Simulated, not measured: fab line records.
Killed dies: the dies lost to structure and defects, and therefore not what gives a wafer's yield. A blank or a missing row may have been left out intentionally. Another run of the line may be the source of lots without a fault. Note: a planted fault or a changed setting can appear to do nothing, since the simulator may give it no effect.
Comparing a struck lot with a sound one :: flow n5 finfet :: 15 out of 1938 route steps
Sound: the wafers L859.1, L859.2, L859.4. Struck: wafer L871.4 (left out: L871.5, L871.6 of the same lot, which were not struck); the cause appears at the end.
Each step with rows lists, per side, the tool, then ch with its chambers, then its first start. Under that, the readings that differ: sound wafers :: struck wafers :: difference of the means :: sigmas: that difference in standard deviations of wafers without a fault.
alike: same words and numbers on both sides, and readings whose means sit less than 2 such deviations apart. not compared: any withheld reading, any reading some wafer has no value for, any bound like >300 that may hide the same value, and any number with overlapping values for which the record gives no deviation.
The two part at a step that has a row with sigmas, a row that says differs or no value, or rows on one side only. Numbers that have no deviation but don't overlap get no sigmas and don't part them. A reading that every wafer of one side lacks parts them only if that side has two wafers or more.

first, 1 step without rows for these wafers: N5_BEOL_M10_STRIP_77 (strips in N2/H2, time 10 s).
N5_BEOL_M10_OCD_MEAS_38:
  sound on ocd-01 at day 11 05:34; struck on ocd-02 at day 14 03:10
  alike: trench depth nm
then, 4 steps without rows for these wafers: N5_BEOL_M10_HM_STRIP_39 (strips TiN in peroxide tin strip, target depth 25 nm, time 158 s); N5_BEOL_M10_SRD_40 (time 30 s); N5_BEOL_M10_PRECLEAN_42 (cleans in residue remover, time 60 s); N5_BEOL_M10_SRD_43 (time 30 s).
N5_BEOL_M10_CD_MEAS_35 targets a cd of 70 nm.
  sound on cd sem-01 at day 11 05:43; struck on cd sem-02 at day 14 03:20
  alike: cd nm
N5_BEOL_M10_CURE_72: cures SiCOH lowk, time 120 s.
  sound on uv cure-03 ch 0, day 11 05:45; struck on uv cure-01 ch 2, day 14 05:01
  alike: lamp power pct, wafer_temp_C_max
N5_BEOL_M10_DEGAS_44: time 60 s.
  sound on pvd sputter-01 at day 11 06:08; struck on pvd sputter-03 at day 14 05:26
  alike: heater power w, susceptor temp C
then, 1 step without rows for these wafers: N5_BEOL_M10_PRE_CLEAN_45 (time 30 s).
N5_BEOL_M10_ALD_74: deposits TaN, target thk 2 nm, pulse time 2 s, purge time 3 s.
  sound on ald metal-02 ch 0,2,3, day 11 06:15; struck on ald metal-03 ch 0, day 14 05:32
  alike: heater power w, susceptor temp C
N5_BEOL_M10_SURFACE_TREAT_76:
  sound on pvd sputter-03 at day 11 06:32; struck on pvd sputter-02 at day 14 06:41
  not compared: throttle valve pct
N5_BEOL_M10_CVD_75: deposits Co from CCTBA/H2, target thk 2 nm, time 138.9 s.
  sound on cvd co-01 ch 0,2, day 11 06:38; struck on cvd co-02 ch 2, day 14 06:47
reading: run length s (s)
sound: 162.2 161.6 161.8
struck: 130.7
difference: -31.2
sigmas: -62
N5_BEOL_M10_SPUTTER_48: material Cu, target thk 12 nm, time 2 s.
  sound on pvd sputter-03 at day 11 06:47; struck on pvd sputter-02 at day 14 06:56
  alike: chuck sensor temp C, susceptor temp C, throttle valve pct
-- here the record skips 2 days between the struck wafers' starts before and after, leaving off in module BEOL_M10 and picking up in module PASSIVATION (first step shown: number 1936 of the route) --
N5_PASSIVATION_PROBE_49:
  sound on prober-01 at day 13 06:46; struck on prober-02 at day 16 07:16
reading: killed_at_M0_to_M3
sound: 49 73 47
struck: 32
difference: -24
sigmas: -2

reading: killed_at_M4_up
sound: 3 17 6
struck: 22
difference: +13
sigmas: +3

reading: killed at other
sound: 1 4 2
struck: 10
difference: +8
sigmas: +3
  alike: defect limited yield, killed at contacts, killed at front end, killed dies, killed open, killed short, sort_bin_5_function, sort_bin_6_memory, sort n pass, sort yield pct

## WHERE THEY PART
Earliest at N5_BEOL_M10_CVD_75; latest, in this record, at N5_PASSIVATION_PROBE_49.

WHY: whatever the simulator had introduced
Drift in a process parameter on cvd co-02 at N5_BEOL_M10_CVD_75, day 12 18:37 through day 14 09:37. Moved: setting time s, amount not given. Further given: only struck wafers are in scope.
